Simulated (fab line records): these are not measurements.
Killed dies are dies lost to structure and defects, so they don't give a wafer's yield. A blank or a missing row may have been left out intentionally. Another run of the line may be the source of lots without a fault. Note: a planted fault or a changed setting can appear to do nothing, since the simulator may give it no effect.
A lot that was struck, set against a sound lot    flow nand_harc    17 steps out of a route of 1302
Sound: the wafers L145.1, L145.3, L145.5. The struck wafers were L147.1, L147.4, L147.6. Last of all comes the cause.
For every step that has rows: the tool of each side, followed by ch and its chambers, followed by its first start. Under that, the readings that differ: sound wafers    struck wafers    difference of the means    sigmas: that difference in standard deviations of wafers without a fault.
alike: same words and numbers on both sides, and readings whose means sit less than 2 such deviations apart. not compared: any withheld reading, any reading some wafer has no value for, any bound like >300 that may hide the same value, and any number with overlapping values for which the record gives no deviation.
The two part at a step that has a row with sigmas, a row that says differs or no value, or rows on one side only. When numbers do not overlap yet have no deviation, they are printed without sigmas and do not part them. Lack of a reading on every wafer of one side parts them only where that side has two or more wafers.

NHARC_P_M1_INSPECT_11:
  sound on defect_inspect-01 at day 11 07:23; struck on defect_inspect-01 at day 12 08:01
reading           sound    struck  difference  sigmas
raw_defect_count  11 11 6  2 5 2   -6          -2
NHARC_P_M1_DESCUM_14: chemistry O2, time 3 s.
  sound on rie_diel-11 ch 2,3, day 11 07:27; struck on rie_diel-01 ch 0,1,3, day 12 08:05
  alike: drypump_motor_current_A, mfc_ar_sccm, oes_product_au, rf_vpp_V, showerhead_plenum_p_Torr, throttle_valve_pct
  not compared: rf_hours_counter_h
NHARC_P_M1_ETCH_35: etches the open film in N2/H2, target depth 40 nm, overetch 12 nm, time 43.94 s.
  sound on rie_diel-11 ch 0,2, day 11 07:33; struck on rie_diel-01 ch 0,2, day 12 08:10
  alike: drypump_motor_current_A, mfc_ar_sccm, n2_flow_sccm, oes_product_au, rf_vpp_V, showerhead_plenum_p_Torr, throttle_valve_pct
  not compared: rf_hours_counter_h
then, 1 step without rows for these wafers: NHARC_P_M1_ETCH_15 (etches the open film in C4F8/Ar, target depth 182.5 nm, time 91.2 s).
NHARC_P_M1_CD_MEAS_16:
  sound on cd_sem-01 at day 11 07:48; struck on cd_sem-01 at day 12 08:23
  alike: cd_nm
NHARC_P_M1_STRIP_18: strips in N2/H2.
  sound on rie_diel-11 ch 0,2, day 11 07:55; struck on rie_diel-01 ch 0,3, day 12 08:27
reading       sound           struck          difference  sigmas
rf_vpp_V (V)  90.3 92.8 91.2  89.8 89.0 88.2  -2.4        -2
  alike: drypump_motor_current_A, mfc_ar_sccm, n2_flow_sccm, oes_product_au, showerhead_plenum_p_Torr, throttle_valve_pct
  not compared: rf_hours_counter_h
then, 2 steps without rows for these wafers: NHARC_P_M1_ETCH_28 (etches the open film in CF4/N2, target depth 30 nm, time 72.99 s); NHARC_P_M1_STRIP_19 (strips in post etch residue remover, time 600 s).
NHARC_P_M1_DEGAS_29: time 60 s.
  sound on pvd_sputter-03 at day 11 08:35; struck on pvd_sputter-02 at day 12 09:05
  alike: heater_power_w, susceptor_temp_C
then, 2 steps without rows for these wafers: NHARC_P_M1_PRE_CLEAN_30 (time 30 s); NHARC_P_M1_PVD_20 (deposits TaN, target thk 5 nm, time 8.06 s).
NHARC_P_M1_PVD_21: deposits Cu, target thk 30 nm, time 20.49 s.
  sound on pvd_sputter-03; struck on pvd_sputter-02
  alike: cathode_dc_power_W, throttle_valve_pct
NHARC_P_M1_ECD_22: material Cu, target thk 400 nm.
  sound on ecd_cu-01 ch 0, day 11 12:03; struck on ecd_cu-01 ch 0,1, day 12 09:30
  no value came back on the struck wafers for bath_heat_duty_pct (%), bath_temp_c (C); on the sound wafers bath_heat_duty_pct (%) reads 7.7 7.7 6.5
then, 1 step without rows for these wafers: NHARC_P_M1_ANNEAL_31 (time 90 s).
NHARC_P_M1_CMP_23: polishes, t overpolish 20 s, target thk 157.82 nm.
  sound on cmp-02 ch 2,3, day 11 12:43; struck on cmp-03 ch 0,1,3, day 12 10:12
reading                 sound           struck       difference  sigmas
time_to_endpoint_s (s)  28.3 26.1 25.9  3.0 0.0 0.0  -25.8       -9
  alike: motor_current_A, retaining_ring_pressure_frac, slurry_flow_ml_min
NHARC_P_M1_THK_MEAS_24: measures by xrf.
  sound on film_metro-01 at day 11 13:02; struck on film_metro-02 at day 12 10:29
reading      sound              struck          difference  sigmas
thk_nm (nm)  158.3 158.5 157.4  30.1 29.6 29.2  -128.4      -92
then, 1 step without rows for these wafers: NHARC_P_M1_SRD_25.

WHERE THEY PART
At NHARC_P_M1_INSPECT_11 first; at NHARC_P_M1_THK_MEAS_24 last (within this record only).

WHY: the cause the simulator had injected
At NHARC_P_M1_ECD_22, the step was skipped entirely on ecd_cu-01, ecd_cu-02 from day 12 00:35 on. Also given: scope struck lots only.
